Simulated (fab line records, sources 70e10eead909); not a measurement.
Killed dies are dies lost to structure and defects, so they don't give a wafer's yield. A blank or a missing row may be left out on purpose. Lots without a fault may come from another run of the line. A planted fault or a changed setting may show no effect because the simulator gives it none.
Which tool did it? | flow nand_harc | 13 lots, 39 wafers sampled, at 5 steps of a route of 1302

WHAT THE GAUGES READ, wafer by wafer
NHARC_END_SORT_01. Usual: defect_limited_yield 90.8 %, standard deviation 2.2; killed_at_array 58, standard deviation 15; killed_at_other 0.8, standard deviation 1.2; killed_at_periphery 3.5, standard deviation 2.5; killed_dies 62, standard deviation 15; killed_open 3.2, standard deviation 1.7; killed_short 2.4, standard deviation 1.5.
lot  | measured     | on        | defect_limited_yield (%) | killed_at_array | killed_at_other | killed_at_periphery | killed_dies | killed_open | killed_short | flag
L727 | day 24 04:58 | prober-02 | 89.2 89.7 87.9           | 71 66 82        | 2 0 0           | 0 4 0               | 73 70 82    | 4 5 5       | 2 2 1        |
L728 | day 24 14:47 | prober-02 | 91.0 91.4 90.8           | 59 54 58        | 0 1 0           | 2 3 4               | 61 58 62    | 2 3 5       | 0 1 1        |
L733 | day 27 07:34 | prober-02 | 84.9 84.0 80.1           | 13 52 44        | 89 53 91        | 0 3 0               | 102 108 135 | 0 1 4       | 0 0 1        | OFF
L734 | day 27 20:07 | prober-02 | 82.7 80.8 82.1           | 59 55 40        | 50 71 74        | 8 4 7               | 117 130 121 | 8 4 2       | 3 2 2        | OFF
L739 | day 28 12:28 | prober-02 | 87.7 88.6 87.9           | 80 75 78        | 0 0 0           | 3 2 4               | 83 77 82    | 2 2 3       | 3 2 2        |
L740 | day 30 12:04 | prober-02 | 94.2 95.6 95.1           | 36 24 25        | 0 0 0           | 3 6 8               | 39 30 33    | 3 3 3       | 4 3 3        |
L741 | day 31 03:28 | prober-01 | 94.1 95.0 93.6           | 34 31 38        | 4 1 2           | 2 2 3               | 40 34 43    | 6 2 3       | 2 2 3        |
L746 | day 31 14:07 | prober-02 | 90.3 90.8 85.8           | 63 60 91        | 0 1 0           | 3 1 5               | 66 62 96    | 1 3 3       | 1 1 4        |
L745 | day 32 05:58 | prober-02 | 92.8 91.9 92.0           | 39 51 49        | 0 0 0           | 10 4 5              | 49 55 54    | 4 2 3       | 1 2 1        |
L747 | day 32 19:12 | prober-01 | 89.2 89.7 91.4           | 68 67 55        | 2 0 2           | 3 3 1               | 73 70 58    | 4 2 3       | 3 3 0        |
L748 | day 33 04:34 | prober-02 | 90.7 90.5 90.3           | 57 63 61        | 1 0 0           | 5 1 5               | 63 64 66    | 3 3 3       | 5 1 4        |
L750 | day 33 20:29 | prober-01 | 92.8 91.1 92.3           | 44 55 49        | 4 3 1           | 1 2 2               | 49 60 52    | 2 3 2       | 5 3 4        |
L749 | day 35 07:50 | prober-01 | 91.7 91.9 91.4           | 52 53 56        | 1 0 0           | 3 2 2               | 56 55 58    | 3 2 1       | 3 1 5        |

WHICH TOOL RAN EACH LOT (tool, then ch and the chambers of the sampled wafers, then the start)
lot  | NHARC_THIN_TSV_CMP_01         | NHARC_THIN_TSV_DESCUM_14           | NHARC_THIN_TSV_ETCHBACK_48         | NHARC_THIN_TSV_DEGAS_49
L727 | cmp-03 ch 0,1,2, day 23 10:52 | rie_diel-05 ch 0,1,3, day 23 12:20 | rie_diel-01 ch 2,3, day 23 14:34   | pvd_sputter-01, day 23 15:04
L728 | cmp-01 ch 0,2,3, day 23 22:46 | rie_diel-05 ch 1,2, day 24 00:12   | rie_diel-05 ch 2,3, day 24 02:19   | pvd_sputter-01, day 24 02:48
L733 | cmp-01 ch 0,1,3, day 26 14:07 | rie_diel-13 ch 1,2,3, day 26 15:37 | rie_diel-01 ch 0,2,3, day 26 17:48 | pvd_sputter-01, day 26 18:17
L734 | cmp-02 ch 0,2, day 27 02:16   | rie_diel-01 ch 0,1,3, day 27 03:46 | rie_diel-01 ch 1,2, day 27 05:52   | pvd_sputter-02, day 27 06:22
L739 | cmp-02 ch 0,2,3, day 27 12:35 | rie_diel-05 ch 2,3, day 27 14:04   | rie_diel-05 ch 2,3, day 27 16:22   | pvd_sputter-01, day 27 16:55
L740 | cmp-02 ch 0,2,3, day 29 20:46 | rie_diel-01 ch 1,2,3, day 29 22:06 | rie_diel-01 ch 0,1,2, day 30 00:13 | pvd_sputter-02, day 30 01:16
L741 | cmp-03 ch 0,2,3, day 30 11:14 | rie_diel-01 ch 0,2,3, day 30 12:36 | rie_diel-01 ch 0,1,2, day 30 14:44 | pvd_sputter-02, day 30 15:14
L746 | cmp-01 ch 1,2,3, day 30 19:55 | rie_diel-05 ch 0,1,3, day 30 21:24 | rie_diel-01 ch 1,2,3, day 30 23:40 | pvd_sputter-03, day 31 00:12
L745 | cmp-01 ch 0,1, day 31 13:52   | rie_diel-13 ch 2,3, day 31 15:13   | rie_diel-05 ch 0,2,3, day 31 17:19 | pvd_sputter-02, day 31 17:49
L747 | cmp-03 ch 2,3, day 32 01:18   | rie_diel-01 ch 1,2,3, day 32 02:47 | rie_diel-05 ch 1,3, day 32 04:52   | pvd_sputter-01, day 32 05:25
L748 | cmp-02 ch 1,3, day 32 12:22   | rie_diel-01 ch 1,3, day 32 13:43   | rie_diel-05 ch 1,2,3, day 32 15:49 | pvd_sputter-02, day 32 16:21
L750 | cmp-02 ch 0,1,2, day 33 02:19 | rie_diel-13 ch 2,3, day 33 03:49   | rie_diel-01 ch 0,1,3, day 33 05:53 | pvd_sputter-01, day 33 06:29
L749 | cmp-02 ch 1,2,3, day 34 14:52 | rie_diel-13 ch 1,2,3, day 34 16:22 | rie_diel-13 ch 0,2, day 34 18:28   | pvd_sputter-03, day 34 18:59
- NHARC_THIN_TSV_CMP_01: polishes.
- NHARC_THIN_TSV_DESCUM_14: chemistry O2, time 3 s.
- NHARC_THIN_TSV_ETCHBACK_48: etches the open film in C4F8/Ar, target depth 1028.5 nm, time 405.17 s.
- NHARC_THIN_TSV_DEGAS_49: time 120 s.

WHAT THE TOOLS THEMSELVES READ (means of the sampled wafers that have a number; where no wafer has one, the mark that the record gives instead)
NHARC_THIN_TSV_CMP_01. Usual: motor_current_A 11.8 A, standard deviation 1.2.
lot  | tool   | motor_current_A (A) | flag
L727 | cmp-03 | 12.3                |
L728 | cmp-01 | 12.7                |
L733 | cmp-01 | 12.4                |
L734 | cmp-02 | 11.3                |
L739 | cmp-02 | 11.6                |
L740 | cmp-02 | 11.5                |
L741 | cmp-03 | 12.4                |
L746 | cmp-01 | 12.3                |
L745 | cmp-01 | 12.0                |
L747 | cmp-03 | 11.8                |
L748 | cmp-02 | 11.3                |
L750 | cmp-02 | 11.6                |
L749 | cmp-02 | 11.0                |

NHARC_THIN_TSV_DESCUM_14. Usual: drypump_motor_current_A 5.8 A, standard deviation 0.46; mfc_ar_sccm 0.018 sccm, standard deviation 0.015; oes_product_au 0.998 a.u., standard deviation 0.0071; rf_vpp_V 57.6 V, standard deviation 0.89; showerhead_plenum_p_Torr 1.89 Torr, standard deviation 0.073; throttle_valve_pct 11.312 %, standard deviation 0.0094.
lot  | tool        | drypump_motor_current_A (A) | mfc_ar_sccm (sccm) | oes_product_au (a.u.) | rf_vpp_V (V) | showerhead_plenum_p_Torr (Torr) | throttle_valve_pct (%) | flag
L727 | rie_diel-05 | 5.7                         | 0.002              | 0.995                 | 57.9         | 1.91                            | 11.309                 |
L728 | rie_diel-05 | 6.2                         | 0.002              | 0.989                 | 57.3         | 1.82                            | 11.307                 |
L733 | rie_diel-13 | 5.5                         | 0.027              | 1.004                 | 58.2         | 1.85                            | 11.312                 |
L734 | rie_diel-01 | 5.9                         | 0.033              | 0.989                 | 58.8         | 1.88                            | 11.308                 |
L739 | rie_diel-05 | 5.5                         | 0.002              | 0.998                 | 57.3         | 1.87                            | 11.319                 |
L740 | rie_diel-01 | 6.1                         | 0.020              | 1.005                 | 58.0         | 1.91                            | 11.310                 |
L741 | rie_diel-01 | 6.1                         | 0.022              | 0.998                 | 57.2         | 1.94                            | 11.302                 |
L746 | rie_diel-05 | 5.7                         | 0.002              | 0.993                 | 57.2         | 1.91                            | 11.308                 |
L745 | rie_diel-13 | 5.9                         | 0.020              | 1.000                 | 57.0         | 1.83                            | 11.315                 |
L747 | rie_diel-01 | 6.1                         | 0.020              | 0.992                 | 57.8         | 1.90                            | 11.309                 |
L748 | rie_diel-01 | 6.0                         | 0.031              | 0.992                 | 56.3         | 1.85                            | 11.317                 |
L750 | rie_diel-13 | 5.4                         | 0.019              | 1.001                 | 57.8         | 1.87                            | 11.315                 |
L749 | rie_diel-13 | 5.5                         | 0.027              | 1.005                 | 56.9         | 1.84                            | 11.309                 |

NHARC_THIN_TSV_ETCHBACK_48. Usual: oes_product_au 0.95 a.u., standard deviation 0.033; rf_vpp_V 545.8 V, standard deviation 2.8.
lot  | tool        | oes_product_au (a.u.) | rf_vpp_V (V) | flag
L727 | rie_diel-01 | 0.98                  | 547.8        |
L728 | rie_diel-05 | 0.91                  | 546.0        |
L733 | rie_diel-01 | 0.93                  | 548.1        |
L734 | rie_diel-01 | 0.93                  | 544.5        |
L739 | rie_diel-05 | 0.92                  | 546.2        |
L740 | rie_diel-01 | 0.92                  | 546.5        |
L741 | rie_diel-01 | 0.93                  | 546.6        |
L746 | rie_diel-01 | 0.92                  | 546.4        |
L745 | rie_diel-05 | 0.91                  | 546.6        |
L747 | rie_diel-05 | 0.99                  | 544.4        |
L748 | rie_diel-05 | 0.92                  | 544.8        |
L750 | rie_diel-01 | 0.93                  | 546.0        |
L749 | rie_diel-13 | 0.93                  | 545.6        |

NHARC_THIN_TSV_DEGAS_49. Usual: heater_power_w 460 W, standard deviation 41.
lot  | tool           | heater_power_w (W) | flag
L727 | pvd_sputter-01 | 479                |
L728 | pvd_sputter-01 | 464                |
L733 | pvd_sputter-01 | 460                |
L734 | pvd_sputter-02 | 507                |
L739 | pvd_sputter-01 | 471                |
L740 | pvd_sputter-02 | 463                |
L741 | pvd_sputter-02 | 471                |
L746 | pvd_sputter-03 | 459                |
L745 | pvd_sputter-02 | 432                |
L747 | pvd_sputter-01 | 466                |
L748 | pvd_sputter-02 | 466                |
L750 | pvd_sputter-01 | 459                |
L749 | pvd_sputter-03 | 464                |

THE ANSWER, worked out from the rows above alone
Rule: a lot is off if the mean of its wafers that have a number lies more than 3 standard deviations from the usual mean. A lot without any number at a reading at which 4 lots or more have one is off too. The other lots that the step has rows for count as sound. The gauges are gone through in route order, then the tools' own readings, and for those a lot's mean is taken as printed above. The first step at which some lot is off is used, and at that step the reading that is off furthest; a lot without a number counts as furthest.
Off: L733, L734, at NHARC_END_SORT_01 (killed_at_other).
A tool fits if, at a process step before that reading, it ran every lot that is off, and no sound lot after the first of them. The gauges at NHARC_END_SORT_01 are tried like those tools. None of those tried fits.

WHAT THE SIMULATOR HAD PUT IN
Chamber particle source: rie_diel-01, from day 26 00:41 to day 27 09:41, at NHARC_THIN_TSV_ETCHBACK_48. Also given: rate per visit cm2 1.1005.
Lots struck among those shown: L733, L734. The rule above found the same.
